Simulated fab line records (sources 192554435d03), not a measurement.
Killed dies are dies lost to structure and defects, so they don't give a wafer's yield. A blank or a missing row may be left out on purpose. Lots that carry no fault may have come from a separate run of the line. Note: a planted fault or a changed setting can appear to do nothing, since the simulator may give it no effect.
Matching of chambers | flow n5_finfet | rie_diel-06 running N5_BEOL_M4_ETCH_63: 4 sister chambers
The step etches SiARC in CF4, target depth 15.6 nm, time 26 s. 18 wafers are shown with their chamber, then 9 later ones without.

EACH WAFER AND ITS CHAMBER
wafer  | chamber | drypump_motor_current_A (A) | showerhead_plenum_p_Torr (Torr) | throttle_valve_pct (%)
L078.1 | 2       | 6.4                         | 2.28                            | 15.38
L078.2 | 1       | 5.6                         | 2.18                            | 16.00
L078.6 | 2       | 6.4                         | 2.28                            | 15.39
L079.1 | 0       | 4.8                         | 2.09                            | 15.39
L079.2 | 1       | 5.5                         | 2.18                            | 15.99
L079.5 | 2       | 6.4                         | 2.28                            | 15.40
L080.2 | 0       | 4.8                         | 2.09                            | 15.40
L080.3 | 3       | 5.7                         | 2.10                            | 15.12
L080.5 | 0       | 4.8                         | 2.08                            | 15.41
L082.1 | 2       | 6.4                         | 2.27                            | 15.40
L082.2 | 3       | 5.7                         | 2.10                            | 15.14
L082.3 | 0       | 4.8                         | 2.08                            | 15.43
L083.4 | 0       | 4.8                         | 2.08                            | 15.44
L083.5 | 2       | 6.4                         | 2.27                            | 15.42
L083.6 | 3       | 5.7                         | 2.10                            | 15.15
L086.2 | 2       | 6.4                         | 2.27                            | 15.44
L086.4 | 1       | 5.5                         | 2.18                            | 15.44
L086.5 | 0       | 4.8                         | 2.08                            | 15.45

SIGNATURES (averages over the wafers above)
reading                  | chamber 0 | chamber 1 | chamber 2 | chamber 3 | scatter within a chamber
drypump_motor_current_A  | 4.800     | 5.533     | 6.400     | 5.700     | 0.0218
showerhead_plenum_p_Torr | 2.0833    | 2.1800    | 2.2750    | 2.1000    | 0.0045
throttle_valve_pct       | 15.4200   | 15.8100   | 15.4050   | 15.1367   | 0.123
Rule: for a wafer and a chamber, the distance is found by dividing, reading by reading, the gap between the wafer's reading and the chamber's mean by the reading's scatter, squaring, summing and taking the root. If the next closest chamber is less than 2 further off than the closest, the wafer can't be placed; otherwise it belongs to the closest. The scatter: take each reading less its chamber's mean, square it, sum over the shown wafers, divide by the number of wafers less the number of chambers, and take the root.

WAFERS WITH NO CHAMBER GIVEN
wafer  | drypump_motor_current_A (A) | showerhead_plenum_p_Torr (Torr) | throttle_valve_pct (%)
L087.2 | 4.9                         | 2.08                            | 15.46
L087.3 | 5.7                         | 2.10                            | 15.18
L087.6 | 4.8                         | 2.08                            | 15.46
L093.1 | 6.4                         | 2.26                            | 15.48
L093.2 | 5.7                         | 2.09                            | 15.20
L093.6 | 5.7                         | 2.09                            | 15.18
L097.1 | 6.4                         | 2.26                            | 15.49
L097.2 | 5.5                         | 2.17                            | 15.50
L097.4 | 4.9                         | 2.07                            | 15.48

THE CHAMBER EACH PASSED THROUGH
wafer  | from the rows above | in truth
L087.2 | 0                   | 0
L087.3 | 3                   | 3
L087.6 | 0                   | 0
L093.1 | 2                   | 2
L093.2 | 3                   | 3
L093.6 | 3                   | 3
L097.1 | 2                   | 2
L097.2 | 1                   | 1
L097.4 | 0                   | 0
9 of 9 placed correctly. Can't be placed from these rows: 0. 0 placed wrongly.
